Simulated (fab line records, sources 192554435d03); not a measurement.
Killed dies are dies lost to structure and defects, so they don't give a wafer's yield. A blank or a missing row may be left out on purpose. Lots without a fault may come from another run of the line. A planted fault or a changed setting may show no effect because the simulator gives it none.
Which tool did it? | flow n5_finfet | 24 lots, 72 wafers sampled, at 6 steps of a route of 1938

WHAT THE GAUGES READ, wafer by wafer
N5_BEOL_M14_INSPECT_30: inspects for defects (macro).
lot  | measured     | on                | raw_defect_count
L074 | day 10 13:38 | defect_inspect-02 | 4 4 0
L076 | day 10 19:59 | defect_inspect-01 | 1 0 3
L075 | day 10 21:00 | defect_inspect-02 | 3 2 1
L077 | day 11 14:11 | defect_inspect-01 | 2 5 1
L080 | day 11 18:51 | defect_inspect-02 | 4 4 1
L079 | day 11 21:50 | defect_inspect-02 | 4 1 1
L078 | day 12 02:22 | defect_inspect-02 | 3 1 1
L081 | day 12 09:38 | defect_inspect-01 | 2 1 3
L083 | day 12 15:44 | defect_inspect-02 | 2 2 1
L082 | day 12 17:33 | defect_inspect-01 | 3 4 0
L084 | day 12 18:54 | defect_inspect-01 | 2 0 1
L085 | day 13 06:29 | defect_inspect-01 | 0 0 5
L086 | day 13 13:17 | defect_inspect-02 | 3 2 1
L087 | day 13 16:02 | defect_inspect-02 | 0 1 1
L088 | day 14 03:08 | defect_inspect-01 | 3 2 3
L090 | day 14 03:31 | defect_inspect-02 | 2 1 3
L091 | day 14 13:35 | defect_inspect-02 | 1 2 4
L089 | day 14 15:29 | defect_inspect-02 | 0 1 7
L092 | day 14 16:16 | defect_inspect-01 | 3 3 1
L093 | day 14 22:05 | defect_inspect-01 | 2 3 4
L094 | day 15 00:40 | defect_inspect-01 | 0 1 0
L095 | day 16 02:07 | defect_inspect-01 | 3 3 5
L096 | day 16 02:17 | defect_inspect-02 | 3 1 0
L097 | day 16 16:33 | defect_inspect-01 | 3 3 3

N5_BEOL_M15_INSPECT_55: inspects for defects (darkfield).
lot  | measured     | on                | raw_defect_count
L074 | day 10 21:22 | defect_inspect-01 | 76 82 54
L076 | day 11 03:50 | defect_inspect-01 | 59 79 78
L075 | day 11 06:28 | defect_inspect-02 | 100 105 60
L077 | day 12 00:32 | defect_inspect-02 | 43 39 45
L080 | day 12 02:40 | defect_inspect-01 | 62 50 34
L079 | day 12 08:19 | defect_inspect-01 | 88 51 39
L078 | day 12 10:28 | defect_inspect-01 | 85 46 84
L081 | day 12 17:57 | defect_inspect-02 | 65 57 102
L083 | day 12 23:47 | defect_inspect-01 | 118 86 76
L082 | day 13 01:31 | defect_inspect-02 | 36 55 64
L084 | day 13 02:28 | defect_inspect-01 | 48 26 84
L085 | day 13 16:11 | defect_inspect-01 | 98 43 82
L086 | day 13 22:34 | defect_inspect-01 | 41 70 50
L087 | day 14 01:33 | defect_inspect-01 | 80 66 50
L088 | day 14 14:46 | defect_inspect-01 | 46 42 29
L090 | day 14 17:24 | defect_inspect-01 | 25 26 26
L091 | day 14 23:22 | defect_inspect-01 | 45 67 86
L089 | day 14 23:56 | defect_inspect-02 | 54 41 53
L092 | day 15 01:23 | defect_inspect-02 | 93 119 86
L093 | day 15 06:22 | defect_inspect-02 | 53 63 82
L094 | day 15 11:20 | defect_inspect-01 | 51 88 48
L095 | day 16 12:51 | defect_inspect-02 | 43 47 50
L096 | day 16 13:43 | defect_inspect-02 | 83 66 68
L097 | day 17 02:52 | defect_inspect-02 | 76 46 61

N5_MIM_TOP_LITHO_INSPECT_12: inspects for defects (macro).
lot  | measured     | on                | raw_defect_count
L074 | day 11 01:37 | defect_inspect-01 | 5 3 1
L076 | day 11 06:37 | defect_inspect-02 | 2 1 4
L075 | day 11 10:52 | defect_inspect-02 | 0 1 2
L077 | day 12 04:19 | defect_inspect-02 | 0 0 1
L080 | day 12 06:44 | defect_inspect-02 | 1 1 2
L079 | day 12 10:51 | defect_inspect-02 | 0 5 6
L078 | day 12 13:06 | defect_inspect-02 | 2 2 4
L081 | day 12 22:39 | defect_inspect-02 | 3 2 0
L083 | day 13 03:34 | defect_inspect-02 | 2 3 1
L082 | day 13 05:27 | defect_inspect-02 | 3 0 0
L084 | day 13 06:10 | defect_inspect-01 | 1 3 1
L085 | day 13 19:32 | defect_inspect-02 | 0 3 2
L086 | day 14 02:50 | defect_inspect-01 | 3 2 1
L087 | day 14 04:32 | defect_inspect-01 | 2 1 0
L088 | day 14 18:07 | defect_inspect-01 | 1 2 2
L090 | day 14 20:32 | defect_inspect-02 | 4 0 0
L091 | day 15 03:04 | defect_inspect-02 | 5 0 4
L089 | day 15 03:35 | defect_inspect-02 | 1 1 4
L092 | day 15 05:13 | defect_inspect-02 | 1 3 1
L093 | day 15 09:27 | defect_inspect-01 | 2 2 0
L094 | day 15 14:45 | defect_inspect-02 | 6 3 0
L095 | day 16 15:22 | defect_inspect-01 | 4 2 1
L096 | day 16 17:56 | defect_inspect-01 | 1 0 5
L097 | day 17 06:47 | defect_inspect-01 | 1 2 3

WHICH TOOL RAN EACH LOT (tool, then ch and the chambers of the sampled wafers, then the start)
lot  | N5_BEOL_M14_STRIP_63                          | N5_BEOL_M14_STRIP_37               | N5_BEOL_M14_DEGAS_41
L074 | rie_diel-06 ch 0,2, day 10 13:38 or earlier   | rie_diel-02 ch 0,2,3, day 10 15:10 | pvd_sputter-02, day 10 15:42
L076 | rie_diel-04 ch 0,1, day 10 19:59 or earlier   | rie_diel-02 ch 0,1,2, day 10 21:13 | pvd_sputter-01, day 10 21:28
L075 | rie_diel-06 ch 0,2, day 10 21:00 or earlier   | rie_diel-04 ch 0,2,3, day 10 22:22 | pvd_sputter-01, day 10 22:43
L077 | rie_diel-04 ch 0,3, day 11 14:11 or earlier   | rie_diel-04 ch 2,3, day 11 17:40   | pvd_sputter-03, day 11 18:23
L080 | rie_diel-02 ch 0,1,2, day 11 18:51 or earlier | rie_diel-02 ch 0,2,3, day 11 19:36 | pvd_sputter-03, day 11 20:30
L079 | rie_diel-04 ch 0,3, day 11 21:50 or earlier   | rie_diel-06 ch 0,3, day 12 01:04   | pvd_sputter-01, day 12 01:32
L078 | rie_diel-06 ch 0,1,3, day 12 02:22 or earlier | rie_diel-02 ch 0,1,3, day 12 03:07 | pvd_sputter-01, day 12 03:49
L081 | rie_diel-06 ch 0,1,2, day 12 09:38 or earlier | rie_diel-02 ch 0,1,3, day 12 11:08 | pvd_sputter-01, day 12 11:23
L083 | rie_diel-06 ch 0,1,3, day 12 15:44 or earlier | rie_diel-02 ch 0,1,2, day 12 16:25 | pvd_sputter-02, day 12 16:42
L082 | rie_diel-06 ch 1,3, day 12 17:33 or earlier   | rie_diel-04 ch 0,1, day 12 18:42   | pvd_sputter-02, day 12 19:32
L084 | rie_diel-04 ch 0,3, day 12 18:54 or earlier   | rie_diel-04 ch 0,1,3, day 12 19:47 | pvd_sputter-02, day 12 20:12
L085 | rie_diel-02 ch 2,3, day 13 06:29 or earlier   | rie_diel-02 ch 0,1,3, day 13 07:37 | pvd_sputter-01, day 13 07:53
L086 | rie_diel-06 ch 0,1,3, day 13 13:17 or earlier | rie_diel-06 ch 0,1,3, day 13 14:54 | pvd_sputter-03, day 13 15:39
L087 | rie_diel-06 ch 0,1,3, day 13 16:02 or earlier | rie_diel-06 ch 1,2, day 13 18:01   | pvd_sputter-03, day 13 18:26
L088 | rie_diel-06 ch 0,1,3, day 14 03:08 or earlier | rie_diel-02 ch 0,2, day 14 08:23   | pvd_sputter-01, day 14 08:51
L090 | rie_diel-06 ch 0,2,3, day 14 03:31 or earlier | rie_diel-02 ch 0,2,3, day 14 10:03 | pvd_sputter-03, day 14 10:46
L091 | rie_diel-02 ch 0,2,3, day 14 13:35 or earlier | rie_diel-04 ch 0,1,2, day 14 16:07 | pvd_sputter-01, day 14 16:27
L089 | rie_diel-06 ch 1,2,3, day 14 15:29 or earlier | rie_diel-06 ch 1,2,3, day 14 17:04 | pvd_sputter-02, day 14 17:46
L092 | rie_diel-02 ch 0,3, day 14 16:16 or earlier   | rie_diel-02 ch 1,3, day 14 18:31   | pvd_sputter-03, day 14 19:19
L093 | rie_diel-02 ch 1,3, day 14 22:05 or earlier   | rie_diel-02 ch 0,1, day 14 22:49   | pvd_sputter-02, day 14 23:30
L094 | rie_diel-02 ch 0,3, day 15 00:40 or earlier   | rie_diel-04 ch 0,1,3, day 15 02:11 | pvd_sputter-03, day 15 02:44
L095 | rie_diel-04 ch 1,2,3, day 16 02:07 or earlier | rie_diel-02 ch 0,2,3, day 16 04:58 | pvd_sputter-02, day 16 05:27
L096 | rie_diel-06 ch 0,2,3, day 16 02:17 or earlier | rie_diel-04 ch 0,3, day 16 05:00   | pvd_sputter-03, day 16 05:29
L097 | rie_diel-06 ch 0,2, day 16 16:33 or earlier   | rie_diel-06 ch 1,2, day 16 18:21   | pvd_sputter-02, day 16 18:52
- N5_BEOL_M14_STRIP_63: strips in O2.
- N5_BEOL_M14_STRIP_37: strips in O2.
- N5_BEOL_M14_DEGAS_41: time 60 s.

WHAT THE TOOLS THEMSELVES READ (means of the sampled wafers that have a number; where no wafer has one, the mark that the record gives instead)
N5_BEOL_M14_STRIP_63.
lot  | tool        | drypump_motor_current_A (A) | o2_flow_sccm (sccm) | oes_product_au (a.u.) | rf_vpp_V (V) | showerhead_plenum_p_Torr (Torr) | throttle_valve_pct (%)
L074 | rie_diel-06 | 5.5                         | 225.4               | 0.79                  | 4.4          | 2.03                            | 16.75
L076 | rie_diel-04 | 5.9                         | 224.9               | 0.80                  | 3.3          | 2.06                            | 16.72
L075 | rie_diel-06 | 5.5                         | 225.5               | 0.80                  | 3.1          | 2.03                            | 16.76
L077 | rie_diel-04 | 5.9                         | 224.3               | 0.71                  | 3.5          | 2.05                            | 16.92
L080 | rie_diel-02 | 5.3                         | 225.0               | 0.75                  | 3.7          | 2.12                            | 16.90
L079 | rie_diel-04 | 5.8                         | 225.2               | 0.72                  | 4.4          | 2.05                            | 16.93
L078 | rie_diel-06 | 6.0                         | 224.8               | 0.95                  | 3.7          | 2.10                            | 16.57
L081 | rie_diel-06 | 5.8                         | 225.6               | 0.87                  | 3.9          | 2.08                            | 16.62
L083 | rie_diel-06 | 6.0                         | 225.3               | 0.93                  | 3.0          | 2.10                            | 16.58
L082 | rie_diel-06 | 6.0                         | 224.9               | 0.92                  | 4.9          | 2.07                            | 16.74
L084 | rie_diel-04 | 5.8                         | 224.3               | 0.72                  | 3.9          | 2.05                            | 16.93
L085 | rie_diel-02 | 5.5                         | 223.9               | 0.76                  | 4.2          | 2.17                            | 16.83
L086 | rie_diel-06 | 6.0                         | 224.7               | 0.92                  | 3.7          | 2.10                            | 16.60
L087 | rie_diel-06 | 6.0                         | 224.9               | 0.89                  | 4.2          | 2.10                            | 16.60
L088 | rie_diel-06 | 6.0                         | 224.7               | 0.89                  | 3.4          | 2.09                            | 16.60
L090 | rie_diel-06 | 5.7                         | 224.1               | 0.92                  | 3.5          | 2.13                            | 16.61
L091 | rie_diel-02 | 5.4                         | 224.8               | 0.77                  | 3.9          | 2.13                            | 16.81
L089 | rie_diel-06 | 5.8                         | 225.4               | 0.90                  | 3.2          | 2.14                            | 16.67
L092 | rie_diel-02 | 5.5                         | 224.2               | 0.80                  | 3.7          | 2.13                            | 16.80
L093 | rie_diel-02 | 5.6                         | 224.4               | 0.91                  | 4.0          | 2.19                            | 16.73
L094 | rie_diel-02 | 5.4                         | 224.6               | 0.80                  | 3.6          | 2.13                            | 16.79
L095 | rie_diel-04 | 5.8                         | 223.9               | 0.83                  | 4.3          | 2.04                            | 16.70
L096 | rie_diel-06 | 5.7                         | 225.2               | 0.87                  | 4.8          | 2.12                            | 16.63
L097 | rie_diel-06 | 5.8                         | 224.8               | 0.87                  | 4.0          | 2.14                            | 16.50

N5_BEOL_M14_STRIP_37.
lot  | tool        | drypump_motor_current_A (A) | o2_flow_sccm (sccm) | oes_product_au (a.u.) | rf_vpp_V (V) | showerhead_plenum_p_Torr (Torr) | throttle_valve_pct (%)
L074 | rie_diel-02 | 5.3                         | 225.0               | 0.79                  | 3.6          | 2.14                            | 16.76
L076 | rie_diel-02 | 5.3                         | 225.2               | 0.76                  | 3.6          | 2.12                            | 16.89
L075 | rie_diel-04 | 6.0                         | 224.5               | 0.74                  | 3.4          | 2.03                            | 16.82
L077 | rie_diel-04 | 5.9                         | 225.5               | 0.70                  | 4.9          | 2.04                            | 16.90
L080 | rie_diel-02 | 5.4                         | 224.7               | 0.79                  | 3.2          | 2.14                            | 16.77
L079 | rie_diel-06 | 5.9                         | 224.9               | 0.94                  | 3.8          | 2.10                            | 16.53
L078 | rie_diel-02 | 5.6                         | 225.9               | 0.78                  | 3.8          | 2.17                            | 16.85
L081 | rie_diel-02 | 5.5                         | 224.7               | 0.77                  | 4.4          | 2.17                            | 16.88
L083 | rie_diel-02 | 5.3                         | 224.7               | 0.74                  | 2.8          | 2.12                            | 16.91
L082 | rie_diel-04 | 5.9                         | 225.1               | 0.78                  | 3.6          | 2.05                            | 16.73
L084 | rie_diel-04 | 5.7                         | 226.0               | 0.75                  | 3.6          | 2.06                            | 16.83
L085 | rie_diel-02 | 5.6                         | 225.4               | 0.77                  | 3.3          | 2.16                            | 16.89
L086 | rie_diel-06 | 6.0                         | 224.0               | 0.90                  | 2.6          | 2.10                            | 16.61
L087 | rie_diel-06 | 5.6                         | 225.1               | 0.94                  | 4.0          | 2.20                            | 16.53
L088 | rie_diel-02 | 5.2                         | 225.1               | 0.77                  | 4.4          | 2.08                            | 16.79
L090 | rie_diel-02 | 5.4                         | 225.0               | 0.77                  | 3.4          | 2.13                            | 16.82
L091 | rie_diel-04 | 6.0                         | 225.0               | 0.74                  | 3.0          | 2.03                            | 16.76
L089 | rie_diel-06 | 5.8                         | 224.9               | 0.90                  | 2.9          | 2.14                            | 16.66
L092 | rie_diel-02 | 5.7                         | 224.4               | 0.86                  | 4.3          | 2.20                            | 16.76
L093 | rie_diel-02 | 5.4                         | 224.5               | 0.88                  | 4.0          | 2.11                            | 16.76
L094 | rie_diel-04 | 5.7                         | 224.6               | 0.85                  | 3.0          | 2.06                            | 16.72
L095 | rie_diel-02 | 5.3                         | 225.1               | 0.84                  | 4.2          | 2.12                            | 16.70
L096 | rie_diel-04 | 5.8                         | 225.6               | 0.88                  | 3.2          | 2.04                            | 16.70
L097 | rie_diel-06 | 5.5                         | 224.3               | 0.89                  | 3.5          | 2.20                            | 16.60

N5_BEOL_M14_DEGAS_41.
lot  | tool           | heater_power_w (W) | susceptor_temp_C (C)
L074 | pvd_sputter-02 | 448                | 299.95
L076 | pvd_sputter-01 | 493                | 299.96
L075 | pvd_sputter-01 | 453                | 299.89
L077 | pvd_sputter-03 | 502                | 300.24
L080 | pvd_sputter-03 | 488                | 299.95
L079 | pvd_sputter-01 | 452                | 300.04
L078 | pvd_sputter-01 | 452                | 299.90
L081 | pvd_sputter-01 | 459                | 300.16
L083 | pvd_sputter-02 | 450                | 300.07
L082 | pvd_sputter-02 | 455                | 300.08
L084 | pvd_sputter-02 | 444                | 299.93
L085 | pvd_sputter-01 | 474                | 299.88
L086 | pvd_sputter-03 | 496                | 299.85
L087 | pvd_sputter-03 | 449                | 299.95
L088 | pvd_sputter-01 | 453                | 299.98
L090 | pvd_sputter-03 | 486                | 299.97
L091 | pvd_sputter-01 | 447                | 300.05
L089 | pvd_sputter-02 | 436                | 300.03
L092 | pvd_sputter-03 | 480                | 299.79
L093 | pvd_sputter-02 | 437                | 299.83
L094 | pvd_sputter-03 | 474                | 300.13
L095 | pvd_sputter-02 | 453                | 300.07
L096 | pvd_sputter-03 | 455                | 299.98
L097 | pvd_sputter-02 | 449                | 299.93

THE ANSWER, worked out from the rows above alone
Rule: what is usual is taken from the lots themselves. Put in order of their means at a reading, lots are off if they are a third of the lots or fewer, leave a main group of 4 or more, and stand apart from it by a gap of 3 or more times the standard deviation of the main group's means; of several such gaps the widest counts. A main group whose means are all the same, to the digits that the tables above print for the reading, isn't used. A lot without any number at a reading at which 4 lots or more have one is off too. The other lots that the step has rows for count as sound. The gauges are gone through in route order, then the tools' own readings, and for those a lot's mean is taken as printed above. The first step at which some lot is off is used, and at that step the reading that is off furthest; a lot without a number counts as furthest.
No lot is off at any reading shown: from this, nothing can be told.

WHAT THE SIMULATOR HAD PUT IN
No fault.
